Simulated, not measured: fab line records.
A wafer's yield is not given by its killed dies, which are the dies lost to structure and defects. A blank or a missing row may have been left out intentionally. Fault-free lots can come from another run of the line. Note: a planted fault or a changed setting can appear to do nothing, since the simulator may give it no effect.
A lot that was struck, set against a sound lot ; flow n5Finfet ; 15 out of 1938 route steps
Sound: these wafers, L592.2, L592.4, L592.5. Struck: wafer L608.2. (L608.1, L608.4 of the same lot were not struck and are left out.) The cause comes at the end.
At each step with rows: each side's tool, then ch and its chambers, then its first start. Under that, the readings that differ: sound wafers ; struck wafers ; difference of the means ; sigmas: that difference in standard deviations of wafers without a fault.
alike: same words and numbers on both sides, and readings whose means sit less than 2 such deviations apart. not compared: any withheld reading, any reading some wafer has no value for, any bound like >300 that may hide the same value, and any number with overlapping values for which the record gives no deviation.
The two part at a step that has a row with sigmas, a row that says differs or no value, or rows on one side only. Numbers that have no deviation but don't overlap get no sigmas and don't part them. A reading missing from all wafers of one side parts the sides only when that side holds two or more wafers.

N5_HKMG_FIN_DESCUM_53: chemistry O2, time 7.9 s.
  sound on rieDiel-03 ch 1,2, day 4 22:31; struck on rieDiel-02 ch 2, day 8 18:31
  alike: drypumpMotorCurrentA, oesProductAu, rfVppV, showerheadPlenumPTorr, throttleValvePct
  not compared: rfHoursCounterH
N5_HKMG_FIN_ETCH_54: etches SiARC in CF4, target depth 45.5 nm, time 75.8 s.
  sound on rieDiel-03 ch 1,2, day 4 22:34; struck on rieDiel-02 ch 2, day 8 18:34
  alike: drypumpMotorCurrentA, etchRfOnTimeS, oesProductAu, rfVppV, showerheadPlenumPTorr, throttleValvePct
  not compared: rfHoursCounterH
then, 2 steps without rows for these wafers: N5_HKMG_FIN_ETCH_55 (etches SOC in N2/H2, target depth 240 nm, time 300 s); N5_HKMG_FIN_STRIP_56 (strips in N2/H2).
N5_HKMG_FIN_STRIP_57: strips in CF4.
  sound on rieDiel-03 ch 1,2, day 4 22:48; struck on rieDiel-02 ch 2, day 8 18:48
reading;sound;struck;difference;sigmas
throttleValvePct (%);13.32 13.44 13.43;13.91;+0.51;+2
  alike: drypumpMotorCurrentA, oesProductAu, rfVppV, showerheadPlenumPTorr
  not compared: rfHoursCounterH
N5_HKMG_FIN_ETCH_58: etches SOC in N2/H2, target depth 215.8 nm, time 741 s.
  sound on rieDiel-03 ch 1,2, day 4 22:49; struck on rieDiel-02 ch 2, day 8 18:49
reading;sound;struck;difference;sigmas
throttleValvePct (%);17.4 17.4 17.4;18.1;+0.7;+2
  alike: drypumpMotorCurrentA, oesProductAu, rfVppV, showerheadPlenumPTorr
  not compared: rfHoursCounterH
N5_HKMG_FIN_STRIP_93: strips SOC in N2/H2, time 20 s.
  sound on rieDiel-03 ch 1,2, day 4 23:15; struck on rieDiel-02 ch 2, day 8 19:15
reading;sound;struck;difference;sigmas
throttleValvePct (%);18.5 18.5 18.4;19.7;+1.2;+2
  alike: drypumpMotorCurrentA, oesProductAu, rfVppV, showerheadPlenumPTorr
  not compared: rfHoursCounterH
then, 5 steps without rows for these wafers: N5_HKMG_FIN_WET_ETCH_76 (etches Al2O3 in dNH4OH, stops on La2O3, target depth 2.25 nm, rinse time 30 s); N5_HKMG_FIN_STRIP_60 (strips in N2/H2, time 360 s); N5_HKMG_FIN_WET_ETCH_77 (etches La2O3 in dHCl, stops on HfO2, target depth 2 nm); N5_HKMG_FIN_WET_ETCH_78 (etches Al2O3 in dNH4OH, stops on La2O3, target depth 4.5 nm, rinse time 30 s); N5_HKMG_FIN_ALD_79 (deposits TiN, target thk 1.5 nm, pulse time 1 s, purge time 3 s).
N5_HKMG_FIN_CVD_62: deposits a-Si from Si2H6, target thk 3 nm, time 20.8 s.
  sound on thermalCvdSi-01 ch 0,1,2, day 5 00:27; struck on thermalCvdSi-01 ch 1, day 8 20:15
reading;sound;struck;difference;sigmas
model.a-Si_of_HKMG_FIN_CVD_62.thkNm (nm);3.2 3 3.4;1.6;-1.6;
  alike: heaterPowerW
then, 2 steps without rows for these wafers: N5_HKMG_FIN_RTA_80 (time 2 s); N5_PASSIVATION_PROBE_49.

== WHERE THEY PART ==
Last at N5_HKMG_FIN_STRIP_93 as far as this record goes, first at N5_HKMG_FIN_STRIP_57. Later steps at which nothing parts them and some readings are alike: N5_HKMG_FIN_CVD_62.

WHY: whatever the simulator had introduced
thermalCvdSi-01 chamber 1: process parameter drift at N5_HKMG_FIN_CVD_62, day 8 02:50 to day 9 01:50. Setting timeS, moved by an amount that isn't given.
